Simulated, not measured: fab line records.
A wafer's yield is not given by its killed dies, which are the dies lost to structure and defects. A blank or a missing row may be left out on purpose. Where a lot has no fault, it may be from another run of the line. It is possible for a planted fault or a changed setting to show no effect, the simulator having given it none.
Chamber matching / flow n5Finfet / N5_BEOL_M11_CURE_72 on uvCure-02: 3 sister chambers
The step cures SiCOH lowk, time 120 s. 3 wafers are shown with their chamber, then 11 later ones without.

== EACH WAFER AND ITS CHAMBER ==
wafer=L079.5 chamber=0 wafer_temp_C_max=372.5
wafer=L090.6 chamber=2 wafer_temp_C_max=371.6
wafer=L093.2 chamber=1 wafer_temp_C_max=371.4

== WAFERS WITH NO CHAMBER GIVEN ==
wafer=L093.3 wafer_temp_C_max=371.1
wafer=L093.4 wafer_temp_C_max=371.2
wafer=L095.2 wafer_temp_C_max=370.9
wafer=L095.5 wafer_temp_C_max=371.8
wafer=L095.6 wafer_temp_C_max=370.7
wafer=L096.2 wafer_temp_C_max=371.8
wafer=L096.3 wafer_temp_C_max=372.0
wafer=L096.5 wafer_temp_C_max=371.4
wafer=L097.2 wafer_temp_C_max=372.0
wafer=L097.3 wafer_temp_C_max=371.9
wafer=L097.5 wafer_temp_C_max=371.3

== EACH ONE'S CHAMBER ==
wafer=L093.3; from the rows above=can't be placed: 1 or 2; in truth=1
wafer=L093.4; from the rows above=can't be placed: 1 or 2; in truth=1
wafer=L095.2; from the rows above=can't be placed: 1 or 2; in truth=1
wafer=L095.5; from the rows above=can't be placed: 2 or 1 or 0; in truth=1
wafer=L095.6; from the rows above=can't be placed: 1 or 2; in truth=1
wafer=L096.2; from the rows above=can't be placed: 2 or 1 or 0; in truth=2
wafer=L096.3; from the rows above=can't be placed: 2 or 0 or 1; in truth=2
wafer=L096.5; from the rows above=can't be placed: 1 or 2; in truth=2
wafer=L097.2; from the rows above=can't be placed: 2 or 0 or 1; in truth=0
wafer=L097.3; from the rows above=can't be placed: 2 or 1 or 0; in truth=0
wafer=L097.5; from the rows above=can't be placed: 1 or 2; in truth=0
0 of 11 placed correctly. Can't be placed from these rows: 11 (the true chamber is among the candidates in 10). Number placed wrongly: 0.
How it was worked out, from the rows above alone: a wafer's distance from a chamber is the root of the sum, over the readings, of the square of ((its reading less the chamber's mean) divided by the reading's scatter). If the next closest chamber is less than 2 further off than the closest, the wafer can't be placed; otherwise it belongs to the closest. For every chamber, the mean is computed from those of its wafers that are shown. The scatter (one wafer shown for each chamber): square how far every hidden wafer sits from the nearest shown wafer, average those squares and take the square root.
